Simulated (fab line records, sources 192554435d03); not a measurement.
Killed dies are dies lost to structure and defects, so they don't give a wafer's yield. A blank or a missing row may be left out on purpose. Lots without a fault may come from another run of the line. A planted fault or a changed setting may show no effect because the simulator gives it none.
A struck lot beside a sound one | flow n5_finfet | 23 steps out of a route of 1938
Sound: wafers L441.4, L441.5, L441.6. Struck: wafers L451.2, L451.4, L451.5. The cause comes at the end.
At each step with rows: each side's tool, then ch and its chambers, then its first start. Under that, the readings that differ: sound wafers | struck wafers | difference of the means | sigmas: that difference in standard deviations of wafers without a fault.
alike: readings whose means differ by less than 2 such deviations, and words and numbers that are the same on both sides. not compared: withheld readings, readings that some wafer has no value for, bounds like >300 that may hide the same value, and numbers for which the record gives no deviation and whose values overlap.
The two part at a step that has a row with sigmas, a row that says differs or no value, or rows on one side only. Numbers that don't overlap but have no deviation are shown without sigmas and don't part them. A reading that every wafer of one side lacks parts them only if that side has two wafers or more.

first, 8 steps without rows for these wafers: N5_BEOL_M10_ANNEAL_51 (time 90 s); N5_BEOL_M10_CMP_52 (polishes, stops on SiCOH lowk, t overpolish 7 s, target thk 140 nm); N5_BEOL_M10_PRE_CLEAN_55 (time 15 s); N5_BEOL_M10_DEP_56 (deposits SiCN from 3MS/NH3, target thk 15 nm, time 26.5 s); N5_BEOL_M11_ILD_DEP_00 (deposits SiCOH lowk from DEMS/porogen, target thk 308.51 nm, time 58 s); N5_BEOL_M11_CURE_71 (cures SiCOH lowk, time 240 s); N5_BEOL_M11_PECVD_70 (deposits SiO2 from TEOS/O2, target thk 20 nm, time 22.7 s); N5_BEOL_M11_HM_DEP_02 (deposits TiN, target thk 20 nm).
N5_BEOL_M11_COAT_59: time 60 s, resist thk 100 nm.
  sound on litho_track-02 ch 0, day 10 14:11; struck on litho_track-02 ch 0, day 12 20:01
  reading                                   | sound                | struck               | difference | sigmas
  spin_speed_rpm (rpm)                      | 1501.2 1498.8 1498.0 | 1908.7 1908.8 1910.1 | +409.9     | +99 or more
  model.SOC_of_BEOL_M11_COAT_59.thk_nm (nm) | 100.2 100.6 100.2    | 89.2 89 89           | -11.3      |
then, 9 steps without rows for these wafers: N5_BEOL_M11_COAT_60 (time 60 s, resist thk 30 nm); N5_BEOL_M11_COAT_05 (resist thk 90 nm); N5_BEOL_M11_EBR_07; N5_BEOL_M11_SOFTBAKE_06 (time 60 s); N5_BEOL_M11_EXPOSE_08 (exposes mask M11); N5_BEOL_M11_PEB_09 (peb time 60 s); N5_BEOL_M11_DEVELOP_10 (develop time 30 s); N5_BEOL_M11_DESCUM_16 (chemistry O2, time 7.9 s); N5_BEOL_M11_ETCH_61 (etches SiARC in CF4, target depth 39 nm, time 65 s).
N5_BEOL_M11_ETCH_62: etches SOC in N2/H2, target depth 110 nm, overetch 22 nm, time 165 s.
  sound on rie_diel-03 ch 1,2, day 10 14:44; struck on rie_diel-02 ch 1,2,3, day 12 20:34
  reading                  | sound             | struck            | difference | sigmas
  model.etch.depth_nm (nm) | 100.2 100.6 100.3 | 89.18 88.96 89.04 | -11.31     |
  alike: bias_w, drypump_motor_current_A, oes_product_au, rf_vpp_V, showerhead_plenum_p_Torr, throttle_valve_pct
  not compared: rf_hours_counter_h
then, 2 steps without rows for these wafers: N5_BEOL_M11_STRIP_68 (strips in N2/H2); N5_BEOL_M11_STRIP_67 (strips in CF4).
N5_BEOL_M11_HM_OPEN_17: chemistry Cl2/BCl3, target TiN, target depth 20 nm, overetch 6 nm.
  sound on rie_metal-02 ch 0,1, day 10 14:56; struck on rie_metal-03 ch 0, day 12 20:47
  reading                                   | sound          | struck         | difference | sigmas
  oes_product_au (a.u.)                     | 0.70 0.69 0.84 | 0.59 0.58 0.58 | -0.16      | -2
  model.SOC_of_BEOL_M11_COAT_59.thk_nm (nm) | 92.2 92.6 92.4 | 81.2 81 81     | -11.3      |
  alike: bias_w, drypump_motor_current_A, throttle_valve_pct
  not compared: rf_hours_counter_h
then, 1 step without rows for these wafers: N5_BEOL_M11_STRIP_19 (strips in O2).

WHERE THEY PART
First at N5_BEOL_M11_COAT_59; last, within this record, at N5_BEOL_M11_HM_OPEN_17.

WHY: what the simulator had put in
Process parameter drift: litho_track-02, from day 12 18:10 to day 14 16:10, at N5_BEOL_M11_COAT_59. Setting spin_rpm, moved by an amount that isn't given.
